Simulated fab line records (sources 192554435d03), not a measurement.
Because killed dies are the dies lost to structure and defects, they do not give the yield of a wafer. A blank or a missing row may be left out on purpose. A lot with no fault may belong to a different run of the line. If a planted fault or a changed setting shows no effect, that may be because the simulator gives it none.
Chamber matching -- flow n5-finfet -- N5_SD_EPI_N_ETCH_45 on rie-diel-04 has 4 sister chambers
The step etches SiOCN in CH3F/O2, target depth 6 nm. 4 wafers are shown with their chamber, then 7 later ones without.

== EACH WAFER AND ITS CHAMBER ==
wafer,chamber,drypump-motor-current-A (A)
L083.2,3,6.3
L083.3,2,6.3
L090.1,1,5.8
L090.2,0,4.9

== WAFERS MISSING THEIR CHAMBER ==
wafer,drypump-motor-current-A (A)
L090.3,6.3
L094.1,5.0
L094.2,5.8
L094.5,6.3
L096.1,5.8
L096.2,6.3
L096.6,5.0

== WHICH CHAMBER EACH ONE RAN IN ==
wafer,from the rows above,in truth
L090.3,can't be placed: 2 or 3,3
L094.1,0,0
L094.2,1,1
L094.5,can't be placed: 2 or 3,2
L096.1,1,1
L096.2,can't be placed: 2 or 3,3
L096.6,0,0
Correctly placed: 4 of 7. These rows do not allow placing 3 (true chamber among the candidates in 3). Wrongly placed: 0.
How it was worked out, from the rows above alone: a wafer's distance from a chamber is the root of the sum, over the readings, of the square of ((its reading less the chamber's mean) divided by the reading's scatter). The wafer belongs to the nearest chamber; if the next one is less than 2 further off, it can't be placed. For every chamber, the mean is computed from those of its wafers that are shown. The scatter: with one shown wafer a chamber, the root of the mean of the squares of how far each hidden wafer lies from its nearest shown one.
